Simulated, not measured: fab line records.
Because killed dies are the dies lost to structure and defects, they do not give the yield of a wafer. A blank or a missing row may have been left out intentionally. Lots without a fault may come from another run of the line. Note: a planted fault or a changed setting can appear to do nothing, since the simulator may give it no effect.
Split-lot experiment :: flow n5-finfet :: 7 lots, 39 wafers read, on a route of 1938 steps

== THE SPLIT ITSELF ==
At N5_BEOL_M3_PECVD_72 (deposits SiO2 from TEOS/O2, target thk 16 nm, time 18 s), the setting time-s was moved away from the recipe's 18 s on 12 of the 39 wafers read, by -53.8% to +53.3%. This setting was run at the recipe's value on the other wafers.

The reading is taken at the split's own step.

== THE READING ==
SiO2_of_BEOL_M3_PECVD_72.thk-nm (the simulator's own value, which no gauge read), in nm, at N5_BEOL_M3_PECVD_72 (deposits SiO2 from TEOS/O2, target thk 16 nm, time 18 s). The file gives no usual value for it. Average 16.0 nm, standard deviation 0.26 nm, over the 27 wafers here run with the recipe.

wafer: L075.1
tool, chamber at the split: pecvd-01, 2,1
time-s as run, s: 18
against the recipe: recipe
SiO2_of_BEOL_M3_PECVD_72.thk-nm, nm: 16
against lot-mates on the recipe: -

wafer: L075.4
tool, chamber at the split: pecvd-01, 2,1
time-s as run, s: 18
against the recipe: recipe
SiO2_of_BEOL_M3_PECVD_72.thk-nm, nm: 16
against lot-mates on the recipe: -

wafer: L075.2
tool, chamber at the split: pecvd-01, 0
time-s as run, s: 22.78
against the recipe: +26.6%
SiO2_of_BEOL_M3_PECVD_72.thk-nm, nm: 19.8
against lot-mates on the recipe: +3.7

wafer: L075.6
tool, chamber at the split: pecvd-01, 0
time-s as run, s: 22.78
against the recipe: +26.6%
SiO2_of_BEOL_M3_PECVD_72.thk-nm, nm: 19.8
against lot-mates on the recipe: +3.7

wafer: L075.3
tool, chamber at the split: pecvd-01, 1
time-s as run, s: 22.78
against the recipe: +26.6%
SiO2_of_BEOL_M3_PECVD_72.thk-nm, nm: 20
against lot-mates on the recipe: +3.9

wafer: L075.5
tool, chamber at the split: pecvd-01, 2
time-s as run, s: 18
against the recipe: recipe
SiO2_of_BEOL_M3_PECVD_72.thk-nm, nm: 16.4
against lot-mates on the recipe: -

wafer: L078.1
tool, chamber at the split: pecvd-03, 1,2
time-s as run, s: 18
against the recipe: recipe
SiO2_of_BEOL_M3_PECVD_72.thk-nm, nm: 16
against lot-mates on the recipe: -

wafer: L078.2
tool, chamber at the split: pecvd-03, 1,2
time-s as run, s: 18
against the recipe: recipe
SiO2_of_BEOL_M3_PECVD_72.thk-nm, nm: 16
against lot-mates on the recipe: -

wafer: L078.4
tool, chamber at the split: pecvd-03, 1
time-s as run, s: 18
against the recipe: recipe
SiO2_of_BEOL_M3_PECVD_72.thk-nm, nm: 16.2
against lot-mates on the recipe: -

wafer: L080.1
tool, chamber at the split: pecvd-02, 1,0,2
time-s as run, s: 18
against the recipe: recipe
SiO2_of_BEOL_M3_PECVD_72.thk-nm, nm: 15.6
against lot-mates on the recipe: -

wafer: L080.2
tool, chamber at the split: pecvd-02, 1,0,2
time-s as run, s: 18
against the recipe: recipe
SiO2_of_BEOL_M3_PECVD_72.thk-nm, nm: 15.6
against lot-mates on the recipe: -

wafer: L080.3
tool, chamber at the split: pecvd-02, 1,0,2
time-s as run, s: 18
against the recipe: recipe
SiO2_of_BEOL_M3_PECVD_72.thk-nm, nm: 15.6
against lot-mates on the recipe: -

wafer: L080.4
tool, chamber at the split: pecvd-02, 2,1,0
time-s as run, s: 18
against the recipe: recipe
SiO2_of_BEOL_M3_PECVD_72.thk-nm, nm: 15.8
against lot-mates on the recipe: -

wafer: L080.5
tool, chamber at the split: pecvd-02, 2,1,0
time-s as run, s: 18
against the recipe: recipe
SiO2_of_BEOL_M3_PECVD_72.thk-nm, nm: 15.8
against lot-mates on the recipe: -

wafer: L080.6
tool, chamber at the split: pecvd-02, 2,1,0
time-s as run, s: 18
against the recipe: recipe
SiO2_of_BEOL_M3_PECVD_72.thk-nm, nm: 15.8
against lot-mates on the recipe: -

wafer: L081.1
tool, chamber at the split: pecvd-03, 0,1,2,1,2
time-s as run, s: 18
against the recipe: recipe
SiO2_of_BEOL_M3_PECVD_72.thk-nm, nm: 16
against lot-mates on the recipe: -

wafer: L081.2
tool, chamber at the split: pecvd-03, 0,1,2,1,2
time-s as run, s: 18
against the recipe: recipe
SiO2_of_BEOL_M3_PECVD_72.thk-nm, nm: 16
against lot-mates on the recipe: -

wafer: L081.3
tool, chamber at the split: pecvd-03, 0,1,2,1,2
time-s as run, s: 18
against the recipe: recipe
SiO2_of_BEOL_M3_PECVD_72.thk-nm, nm: 16
against lot-mates on the recipe: -

wafer: L081.5
tool, chamber at the split: pecvd-03, 0,1,2,1,2
time-s as run, s: 18
against the recipe: recipe
SiO2_of_BEOL_M3_PECVD_72.thk-nm, nm: 16
against lot-mates on the recipe: -

wafer: L081.6
tool, chamber at the split: pecvd-03, 0,1,2,1,2
time-s as run, s: 18
against the recipe: recipe
SiO2_of_BEOL_M3_PECVD_72.thk-nm, nm: 16
against lot-mates on the recipe: -

wafer: L081.4
tool, chamber at the split: pecvd-03, 0
time-s as run, s: 18
against the recipe: recipe
SiO2_of_BEOL_M3_PECVD_72.thk-nm, nm: 16.2
against lot-mates on the recipe: -

wafer: L082.1
tool, chamber at the split: pecvd-03, 2
time-s as run, s: 18
against the recipe: recipe
SiO2_of_BEOL_M3_PECVD_72.thk-nm, nm: 16.2
against lot-mates on the recipe: -

wafer: L082.2
tool, chamber at the split: pecvd-03, 0
time-s as run, s: 23.05
against the recipe: +28.1%
SiO2_of_BEOL_M3_PECVD_72.thk-nm, nm: 20.6
against lot-mates on the recipe: +4.2

wafer: L082.3
tool, chamber at the split: pecvd-03, 1
time-s as run, s: 23.05
against the recipe: +28.1%
SiO2_of_BEOL_M3_PECVD_72.thk-nm, nm: 20.4
against lot-mates on the recipe: +4.0

wafer: L082.4
tool, chamber at the split: pecvd-03, 2
time-s as run, s: 18
against the recipe: recipe
SiO2_of_BEOL_M3_PECVD_72.thk-nm, nm: 16.4
against lot-mates on the recipe: -

wafer: L082.5
tool, chamber at the split: pecvd-03, 1
time-s as run, s: 23.05
against the recipe: +28.1%
SiO2_of_BEOL_M3_PECVD_72.thk-nm, nm: 20.8
against lot-mates on the recipe: +4.4

wafer: L082.6
tool, chamber at the split: pecvd-03, 0
time-s as run, s: 18
against the recipe: recipe
SiO2_of_BEOL_M3_PECVD_72.thk-nm, nm: 16.6
against lot-mates on the recipe: -

wafer: L087.1
tool, chamber at the split: pecvd-02, 1,0
time-s as run, s: 8.307
against the recipe: -53.8%
SiO2_of_BEOL_M3_PECVD_72.thk-nm, nm: 7.4
against lot-mates on the recipe: -8.6

wafer: L087.4
tool, chamber at the split: pecvd-02, 1,0
time-s as run, s: 8.307
against the recipe: -53.8%
SiO2_of_BEOL_M3_PECVD_72.thk-nm, nm: 7.4
against lot-mates on the recipe: -8.6

wafer: L087.2
tool, chamber at the split: pecvd-02, 2
time-s as run, s: 8.307
against the recipe: -53.8%
SiO2_of_BEOL_M3_PECVD_72.thk-nm, nm: 7.6
against lot-mates on the recipe: -8.4

wafer: L087.3
tool, chamber at the split: pecvd-02, 0
time-s as run, s: 18
against the recipe: recipe
SiO2_of_BEOL_M3_PECVD_72.thk-nm, nm: 15.8
against lot-mates on the recipe: -

wafer: L087.5
tool, chamber at the split: pecvd-02, 2
time-s as run, s: 18
against the recipe: recipe
SiO2_of_BEOL_M3_PECVD_72.thk-nm, nm: 16.2
against lot-mates on the recipe: -

wafer: L087.6
tool, chamber at the split: pecvd-02, 1
time-s as run, s: 18
against the recipe: recipe
SiO2_of_BEOL_M3_PECVD_72.thk-nm, nm: 16
against lot-mates on the recipe: -

wafer: L091.1
tool, chamber at the split: pecvd-01, 2
time-s as run, s: 18
against the recipe: recipe
SiO2_of_BEOL_M3_PECVD_72.thk-nm, nm: 15.8
against lot-mates on the recipe: -

wafer: L091.2
tool, chamber at the split: pecvd-01, 1
time-s as run, s: 27.59
against the recipe: +53.3%
SiO2_of_BEOL_M3_PECVD_72.thk-nm, nm: 23.6
against lot-mates on the recipe: +7.9

wafer: L091.3
tool, chamber at the split: pecvd-01, 0
time-s as run, s: 18
against the recipe: recipe
SiO2_of_BEOL_M3_PECVD_72.thk-nm, nm: 15.4
against lot-mates on the recipe: -

wafer: L091.4
tool, chamber at the split: pecvd-01, 0
time-s as run, s: 27.59
against the recipe: +53.3%
SiO2_of_BEOL_M3_PECVD_72.thk-nm, nm: 23.8
against lot-mates on the recipe: +8.1

wafer: L091.5
tool, chamber at the split: pecvd-01, 2
time-s as run, s: 18
against the recipe: recipe
SiO2_of_BEOL_M3_PECVD_72.thk-nm, nm: 16
against lot-mates on the recipe: -

wafer: L091.6
tool, chamber at the split: pecvd-01, 1
time-s as run, s: 27.59
against the recipe: +53.3%
SiO2_of_BEOL_M3_PECVD_72.thk-nm, nm: 24
against lot-mates on the recipe: +8.3
Where a row lists several chambers, the file gives one row for several wafers and doesn't say which wafer went through which chamber.

THE FIT
A straight line over all 39 wafers: SiO2_of_BEOL_M3_PECVD_72.thk-nm changes by +0.154 nm for each +1% of time-s; r = +1.00; the points scatter about the line by 0.28 nm.
The same after taking each lot's own level away (the mean of its wafers on the recipe; 39 wafers): +0.153 nm for each +1%; r = +1.00; scatter 0.19 nm.
Per that fit: largest time-s move, reading shift of 8.3 nm.
From 15.70 to 16.40 nm: that is the span of the lots' own levels, equal to 2.7 times the standard deviation above.
The two slopes are in agreement: the lot-to-lot level therefore moves the slope only a little.
Check: -8.27 nm against its lot-mates is what the line predicts for one of the wafers moved furthest among these (-53.8%) when that wafer is left out of the fit. It came out at -8.6 nm against them.

== ADDITIONAL SPLITS CARRIED BY THESE WAFERS ==
Before the reading, these wafers also passed through other splits. Each is held against what the fit with the lots' levels taken away leaves over:
other split on the same wafers: N5_ZERO_LAYER_DEVELOP_10 develop-time-s
wafers away from the commonest value: 18
r with SiO2_of_BEOL_M3_PECVD_72.thk-nm (lot level and that fit taken away): +0.00

other split on the same wafers: N5_FIN_SAQP_PECVD_47 time-s
wafers away from the commonest value: 12
r with SiO2_of_BEOL_M3_PECVD_72.thk-nm (lot level and that fit taken away): -0.04

other split on the same wafers: N5_SD_EPI_N_ETCH_45 target-depth-a
wafers away from the commonest value: 12
r with SiO2_of_BEOL_M3_PECVD_72.thk-nm (lot level and that fit taken away): +0.05

other split on the same wafers: N5_HKMG_FIN_HK_ALD_01 ald-cycles
wafers away from the commonest value: 15
r with SiO2_of_BEOL_M3_PECVD_72.thk-nm (lot level and that fit taken away): -0.01

other split on the same wafers: N5_MOL_CONTACT_COAG_VIA_ETCH_46 target-depth-a
wafers away from the commonest value: 12
r with SiO2_of_BEOL_M3_PECVD_72.thk-nm (lot level and that fit taken away): +0.16

== FILE'S OWN FIT ==
SiO2_of_BEOL_M3_PECVD_72.thk-nm changes by +0.153 nm for each +1% of time-s, r = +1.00.
